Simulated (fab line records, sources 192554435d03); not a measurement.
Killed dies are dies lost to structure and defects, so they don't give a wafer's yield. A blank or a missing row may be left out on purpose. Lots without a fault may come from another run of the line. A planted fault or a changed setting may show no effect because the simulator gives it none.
A struck lot beside a sound one | flow n5_finfet | 37 steps out of a route of 1938
Sound: wafers L882.1, L882.2, L882.5. Struck: wafers L883.1, L883.3, L883.5. The cause comes at the end.
At each step with rows: each side's tool, then ch and its chambers, then its first start. Under that, the readings that differ: sound wafers | struck wafers | difference of the means | sigmas: that difference in standard deviations of wafers without a fault.
alike: readings whose means differ by less than 2 such deviations, and words and numbers that are the same on both sides. not compared: withheld readings, readings that some wafer has no value for, bounds like >300 that may hide the same value, and numbers for which the record gives no deviation and whose values overlap.
The two part at a step that has a row with sigmas, a row that says differs or no value, or rows on one side only. Numbers that don't overlap but have no deviation are shown without sigmas and don't part them. A reading that every wafer of one side lacks parts them only if that side has two wafers or more.

first, 9 steps without rows for these wafers: N5_BEOL_M11_PEB_26 (peb time 60 s); N5_BEOL_M11_DEVELOP_27 (develop time 30 s); N5_BEOL_M11_DESCUM_33 (chemistry O2, time 7.9 s); N5_BEOL_M11_ETCH_65 (etches SiARC in CF4, target depth 39 nm, time 65 s); N5_BEOL_M11_ETCH_66 (etches SOC in N2/H2, target depth 120 nm, overetch 24 nm, time 180 s); N5_BEOL_M11_STRIP_69 (strips in N2/H2); N5_BEOL_M11_VIA_ETCH_34 (etches SiCOH lowk in C4F6/O2, target depth 184.5 nm, time 69.2 s); N5_BEOL_M11_STRIP_73 (strips in C4F6/O2); N5_BEOL_M11_STRIP_36 (strips in N2/H2).
N5_BEOL_M11_TRENCH_ETCH_37: etches SiCOH lowk in C4F6/O2, target depth 148.83 nm, time 48 s.
  sound on rie_diel-06 ch 1,3, day 15 01:14; struck on rie_diel-06 ch 0,1, day 15 06:33
  reading                                     | sound             | struck            | difference | sigmas
  model.BEOL_M11.feature_depth_nm (nm)        | 144.8 149.2 145.6 | 87.2 88.4 88      | -58.7      |
  model.etch.depth_nm (nm)                    | 144.8 149.2 145.6 | 87.26 88.31 87.94 | -58.70     |
  model.TiN_of_BEOL_M11_HM_DEP_02.thk_nm (nm) | 16 15.6 15.6      | 17.6 17.6 17.6    | +1.9       |
  alike: drypump_motor_current_A, oes_product_au, rf_vpp_V, showerhead_plenum_p_Torr, throttle_valve_pct
  not compared: rf_hours_counter_h
then, 2 steps without rows for these wafers: N5_BEOL_M11_ETCH_41 (etches SiCN in CH3F/O2, target depth 42.6 nm, time 86 s); N5_BEOL_M11_STRIP_77 (strips in N2/H2, time 10 s).
N5_BEOL_M11_OCD_MEAS_38:
  sound on ocd-01, day 15 01:25; struck on ocd-02, day 15 06:44
  reading              | sound             | struck         | difference | sigmas
  trench_depth_nm (nm) | 144.8 149.3 145.6 | 86.7 88.0 87.9 | -59.0      | -28
then, 13 steps without rows for these wafers: N5_BEOL_M11_HM_STRIP_39 (strips TiN in peroxide tin strip, target depth 25 nm, time 158 s); N5_BEOL_M11_SRD_40 (time 30 s); N5_BEOL_M11_PRECLEAN_42 (cleans in residue remover, time 60 s); N5_BEOL_M11_SRD_43 (time 30 s); N5_BEOL_M11_CURE_72 (cures SiCOH lowk, time 120 s); N5_BEOL_M11_DEGAS_44 (time 60 s); N5_BEOL_M11_PRE_CLEAN_45 (time 30 s); N5_BEOL_M11_ALD_74 (deposits TaN, target thk 2 nm, pulse time 2 s, purge time 3 s); N5_BEOL_M11_SURFACE_TREAT_76; N5_BEOL_M11_CVD_75 (deposits Co from CCTBA/H2, target thk 2 nm, time 138.9 s); N5_BEOL_M11_SPUTTER_48 (material Cu, target thk 12 nm, time 2 s); N5_BEOL_M11_ECD_50 (material Cu, target thk 318 nm); N5_BEOL_M11_ANNEAL_51 (time 90 s).
N5_BEOL_M11_CMP_52: polishes, stops on SiCOH lowk, t overpolish 7 s, target thk 140 nm.
  sound on cmp-01 ch 1,3, day 15 03:38; struck on cmp-01 ch 1,2,3, day 15 08:55
  reading                                 | sound           | struck       | difference | sigmas
  model.Cu_of_BEOL_M11_ECD_50.thk_nm (nm) | 136.6 139.4 136 | 77.4 80 78.4 | -58.7      |
  alike: motor_current_A
N5_BEOL_M11_THK_MEAS_53: measures by xrf.
  sound on film_metro-01, day 15 03:56; struck on film_metro-02, day 15 09:08
  reading      | sound             | struck         | difference | sigmas
  M11_THK (nm) | 136.4 140.1 136.0 | 77.1 79.7 78.1 | -59.2      | -24
then, 2 steps without rows for these wafers: N5_BEOL_M11_PRE_CLEAN_55 (time 15 s); N5_BEOL_M11_DEP_56 (deposits SiCN from 3MS/NH3, target thk 30 nm, time 10.5 s).
N5_BEOL_M11_RS_MEAS_57: measures by four-point-probe.
  sound on film_metro-01, day 15 04:04; struck on film_metro-01, day 15 09:16
  reading         | sound                | struck               | difference | sigmas
  M11_RS (ohm/sq) | 0.1548 0.1512 0.1558 | 0.2958 0.2840 0.2913 | +0.1364    | +51
then, 5 steps without rows for these wafers: N5_BEOL_M12_ILD_DEP_00 (deposits SiOC from DEMS/O2, target thk 658.92 nm, time 130.7 s); N5_BEOL_M12_COAT_58 (time 60 s, resist thk 89 nm); N5_BEOL_M12_COAT_04 (resist thk 400 nm); N5_BEOL_M12_EBR_06; N5_BEOL_M12_SOFTBAKE_05 (time 60 s).
N5_BEOL_M15_RC_MEAS_101:
  sound on prober-01 ch 0, day 16 04:34; struck on prober-01 ch 0, day 16 06:39
  reading                    | sound          | struck         | difference | sigmas
  SERP_M11 (ohm/um)          | 3.09 3.06 3.19 | 5.98 5.88 5.92 | +2.81      | +39
  SERP_M11_max_site (ohm/um) | 3.20 3.14 3.21 | 6.24 6.01 6.00 | +2.90      | +37
  alike: COMB_M10, COMB_M12, COMB_M13, COMB_M14, COMB_M15, COMB_M5, COMB_M6, COMB_M7, COMB_M8, COMB_M9, SERP_M10, SERP_M12, SERP_M13, SERP_M14, SERP_M5, SERP_M6, SERP_M7, SERP_M8, SERP_M9

WHERE THEY PART
First at N5_BEOL_M11_OCD_MEAS_38; last, within this record, at N5_BEOL_M15_RC_MEAS_101.

WHY: what the simulator had put in
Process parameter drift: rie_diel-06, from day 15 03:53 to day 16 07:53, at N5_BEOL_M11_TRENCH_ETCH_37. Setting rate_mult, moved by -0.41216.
